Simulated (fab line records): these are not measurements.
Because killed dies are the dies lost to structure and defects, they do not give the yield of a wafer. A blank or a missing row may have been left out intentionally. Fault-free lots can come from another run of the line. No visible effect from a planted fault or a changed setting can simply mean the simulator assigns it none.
Which tool is to blame? + flow n5Finfet + 33 wafers from 11 lots sampled at 5 of the route's 1938 steps

== WHAT THE GAUGES READ, wafer by wafer ==
Not one reading of a measure or inspect step in the record can be checked against a usual standard deviation.

== WHAT TOOL EACH LOT RAN ON (gives the tool, then ch and the chambers of the sampled wafers, and finally the start) ==
| lot  | N5_BEOL_M9_CURE_72           | N5_BEOL_M9_SPUTTER_48       | N5_BEOL_M9_CMP_52             | N5_BEOL_M10_CURE_71          | N5_PASSIVATION_PROBE_49 |
|------|------------------------------|-----------------------------|-------------------------------|------------------------------|-------------------------|
| L832 | uvCure-03 ch 0, day 10 02:56 | pvdSputter-03, day 10 04:10 | cmp-02 ch 2,3, day 10 08:01   | uvCure-01 ch 2, day 10 09:10 | -                       |
| L833 | uvCure-01 ch 0, day 10 15:19 | pvdSputter-01, day 10 16:16 | cmp-01 ch 0,2, day 10 20:03   | uvCure-01 ch 0, day 10 20:44 | -                       |
| L834 | uvCure-03 ch 2, day 10 22:22 | pvdSputter-02, day 10 23:56 | cmp-03 ch 0,2,3, day 11 03:06 | uvCure-01 ch 1, day 11 03:43 | -                       |
| L836 | uvCure-03 ch 0, day 11 23:13 | pvdSputter-02, day 12 02:14 | cmp-01 ch 0,3, day 12 02:50   | uvCure-03 ch 1, day 12 03:29 | -                       |
| L839 | uvCure-03 ch 0, day 12 13:53 | pvdSputter-02, day 12 15:26 | cmp-02 ch 1,3, day 12 16:00   | uvCure-01 ch 2, day 12 16:37 | -                       |
| L841 | uvCure-01 ch 1, day 12 22:37 | pvdSputter-02, day 12 23:35 | cmp-01 ch 0,1,2, day 13 00:21 | uvCure-02 ch 0, day 13 00:55 | -                       |
| L843 | uvCure-03 ch 2, day 13 06:20 | pvdSputter-02, day 13 08:52 | cmp-02 ch 0,2,3, day 13 09:28 | uvCure-02 ch 2, day 13 09:58 | prober-01, day 15 20:07 |
| L844 | uvCure-02 ch 1, day 13 18:16 | pvdSputter-03, day 13 19:23 | cmp-02 ch 1,2, day 13 19:58   | uvCure-03 ch 1, day 13 20:29 | prober-01, day 16 20:48 |
| L846 | uvCure-01 ch 0, day 13 18:43 | pvdSputter-02, day 13 19:34 | cmp-02 ch 0,3, day 13 20:35   | uvCure-01 ch 0, day 13 21:23 | -                       |
| L851 | uvCure-01 ch 2, day 14 17:57 | pvdSputter-01, day 14 19:46 | cmp-01 ch 0,1, day 14 20:17   | uvCure-02 ch 2, day 14 20:53 | -                       |
| L854 | uvCure-01 ch 1, day 16 06:16 | pvdSputter-03, day 16 07:53 | cmp-01 ch 0,1,3, day 16 09:19 | uvCure-01 ch 0, day 16 09:49 | -                       |
- N5_BEOL_M9_CURE_72: cures SiCOH lowk, time 120 s.
- N5_BEOL_M9_SPUTTER_48: material Cu, target thk 12 nm, time 2 s.
- N5_BEOL_M9_CMP_52: polishes, stops on SiCOH lowk, t overpolish 7 s, target thk 140 nm.
- N5_BEOL_M10_CURE_71: cures SiCOH lowk, time 240 s.
- N5_PASSIVATION_PROBE_49

== WHAT THE TOOLS THEMSELVES READ (means of the sampled wafers that have a number; where no wafer has one, the mark that the record gives instead) ==
N5_BEOL_M9_CURE_72. Usual: lampPowerPct 52.31 %, standard deviation 0.057; wafer_temp_C_max 372.0, standard deviation 0.66.
| lot  | tool      | lampPowerPct (%) | wafer_temp_C_max | flag |
|------|-----------|------------------|------------------|------|
| L832 | uvCure-03 | 52.30            | 372.7            |      |
| L833 | uvCure-01 | 52.33            | 372.2            |      |
| L834 | uvCure-03 | 52.32            | 372.8            |      |
| L836 | uvCure-03 | 52.26            | 372.3            |      |
| L839 | uvCure-03 | 52.34            | 372.2            |      |
| L841 | uvCure-01 | 52.29            | 371.3            |      |
| L843 | uvCure-03 | 52.29            | 372.0            |      |
| L844 | uvCure-02 | 52.31            | 371.4            |      |
| L846 | uvCure-01 | 52.31            | 371.8            |      |
| L851 | uvCure-01 | 52.30            | 372.1            |      |
| L854 | uvCure-01 | 52.30            | 371.3            |      |

N5_BEOL_M9_SPUTTER_48. Usual: cathodeDcPowerW 26000 W, standard deviation 4.3; throttleValvePct 29.9 %, standard deviation 1.2.
| lot  | tool          | cathodeDcPowerW (W) | throttleValvePct (%) | flag |
|------|---------------|---------------------|----------------------|------|
| L832 | pvdSputter-03 | 26001               | 29.8                 |      |
| L833 | pvdSputter-01 | 26000               | 30.2                 |      |
| L834 | pvdSputter-02 | 26001               | 31.2                 |      |
| L836 | pvdSputter-02 | 26001               | 29.7                 |      |
| L839 | pvdSputter-02 | 26002               | 31.1                 |      |
| L841 | pvdSputter-02 | 26003               | 30.3                 |      |
| L843 | pvdSputter-02 | 23320               | 29.2                 | OFF  |
| L844 | pvdSputter-03 | 26003               | 30.0                 |      |
| L846 | pvdSputter-02 | 24660               | 28.8                 | OFF  |
| L851 | pvdSputter-01 | 26002               | 29.3                 |      |
| L854 | pvdSputter-03 | 26000               | 30.0                 |      |

N5_BEOL_M9_CMP_52. Usual: clearingPlatenRpm 49.998 rpm, standard deviation 0.025; headPressurePsi 1.0006 psi, standard deviation 0.0022; motorCurrentA 6.0 A, standard deviation 0.49; platenRpm 50.00 rpm, standard deviation 0.035.
| lot  | tool   | clearingPlatenRpm (rpm) | headPressurePsi (psi) | motorCurrentA (A) | platenRpm (rpm) | flag |
|------|--------|-------------------------|-----------------------|-------------------|-----------------|------|
| L832 | cmp-02 | 50.015                  | 1.0009                | 5.6               | 50.02           |      |
| L833 | cmp-01 | 49.992                  | 1.0019                | 5.7               | 50.01           |      |
| L834 | cmp-03 | 49.996                  | 1.0000                | 6.5               | 49.97           |      |
| L836 | cmp-01 | 49.995                  | 1.0015                | 5.8               | 49.99           |      |
| L839 | cmp-02 | 49.981                  | 0.9996                | 5.8               | 49.99           |      |
| L841 | cmp-01 | 50.002                  | 0.9998                | 5.9               | 50.00           |      |
| L843 | cmp-02 | 49.974                  | 1.0013                | 5.9               | 49.96           |      |
| L844 | cmp-02 | 49.985                  | 1.0016                | 5.9               | 49.98           |      |
| L846 | cmp-02 | 49.980                  | 1.0011                | 5.7               | 49.99           |      |
| L851 | cmp-01 | 50.000                  | 0.9997                | 5.6               | 49.99           |      |
| L854 | cmp-01 | 49.978                  | 1.0007                | 5.8               | 50.00           |      |

N5_BEOL_M10_CURE_71. Usual: lampPowerPct 52.32 %, standard deviation 0.059; wafer_temp_C_max 387.4, standard deviation 0.76.
| lot  | tool      | lampPowerPct (%) | wafer_temp_C_max | flag |
|------|-----------|------------------|------------------|------|
| L832 | uvCure-01 | 52.26            | 387.2            |      |
| L833 | uvCure-01 | 52.25            | 387.4            |      |
| L834 | uvCure-01 | 52.31            | 386.1            |      |
| L836 | uvCure-03 | 52.32            | 387.4            |      |
| L839 | uvCure-01 | 52.27            | 387.6            |      |
| L841 | uvCure-02 | 52.36            | 386.7            |      |
| L843 | uvCure-02 | 52.33            | 388.2            |      |
| L844 | uvCure-03 | 52.31            | 386.9            |      |
| L846 | uvCure-01 | 52.33            | 387.4            |      |
| L851 | uvCure-02 | 52.31            | 388.6            |      |
| L854 | uvCure-01 | 52.31            | 387.6            |      |

N5_PASSIVATION_PROBE_49. Usual: defectLimitedYield 91.3 %, standard deviation 1.3; killed_at_M0_to_M3 35, standard deviation 9.3; killed_at_M4_up 14, standard deviation 5.2; killedAtContacts 12, standard deviation 5.9; killedAtFrontEnd 38, standard deviation 11; killedAtOther 4, standard deviation 3.7; killedDies 103, standard deviation 15; killedOpen 67, standard deviation 12; killedShort 34, standard deviation 8; sort_bin_5_function 5.1 %, standard deviation 0.88; sort_bin_6_memory 3.3 %, standard deviation 0.65; sortNPass 1077, standard deviation 15; sortYieldPct 91.3 %, standard deviation 1.3.
| lot  | tool      | defectLimitedYield (%) | killed_at_M0_to_M3 | killed_at_M4_up | killedAtContacts | killedAtFrontEnd | killedAtOther | killedDies | killedOpen | killedShort | sort_bin_5_function (%) | sort_bin_6_memory (%) | sortNPass | sortYieldPct (%) | flag |
|------|-----------|------------------------|--------------------|-----------------|------------------|------------------|---------------|------------|------------|-------------|-------------------------|-----------------------|-----------|------------------|------|
| L843 | prober-01 | 92.3                   | 37                 | 14              | 1                | 32               | 7             | 91         | 51         | 39          | 4.5                     | 2.9                   | 1089      | 92.3             |      |
| L844 | prober-01 | 90.4                   | 50                 | 12              | 7                | 42               | 2             | 113        | 62         | 51          | 5.3                     | 3.7                   | 1067      | 90.4             |      |

== THE ANSWER, worked out from the rows above alone ==
Rule: take the mean of a lot's wafers that have a number; if it is more than 3 standard deviations from the usual mean, the lot is off. Also off: a lot with no number at a reading for which 4 or more lots have one. Any other lot the step has rows for is counted as sound. After the gauges, taken in route order, come the tools' own readings; for these a lot's mean is taken, as printed above. The first step at which some lot is off is used, and at that step the reading that is off furthest; a lot without a number counts as furthest.
Off at N5_BEOL_M9_SPUTTER_48 (cathodeDcPowerW): L843, L846.
If a tool, at that step or one of the process steps before it, ran each lot that is off and ran no sound lot following the first of them, it fits. One fits: pvdSputter-02 at N5_BEOL_M9_SPUTTER_48. Its last sound lot is L841 (day 12 23:35), its first lot that is off L843 (day 13 08:52): a fault that began between those two fits.
On the lots that are off, the tool's own readings at N5_BEOL_M9_SPUTTER_48 differ by more than 5 times the standard deviation of the sound lots' means, which bears it out; cathodeDcPowerW reads 23990 W there versus 26001 W on the sound lots.

== WHAT THE SIMULATOR HAD INSERTED ==
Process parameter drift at N5_BEOL_M9_SPUTTER_48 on pvdSputter-02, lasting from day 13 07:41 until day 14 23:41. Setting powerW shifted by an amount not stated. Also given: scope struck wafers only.
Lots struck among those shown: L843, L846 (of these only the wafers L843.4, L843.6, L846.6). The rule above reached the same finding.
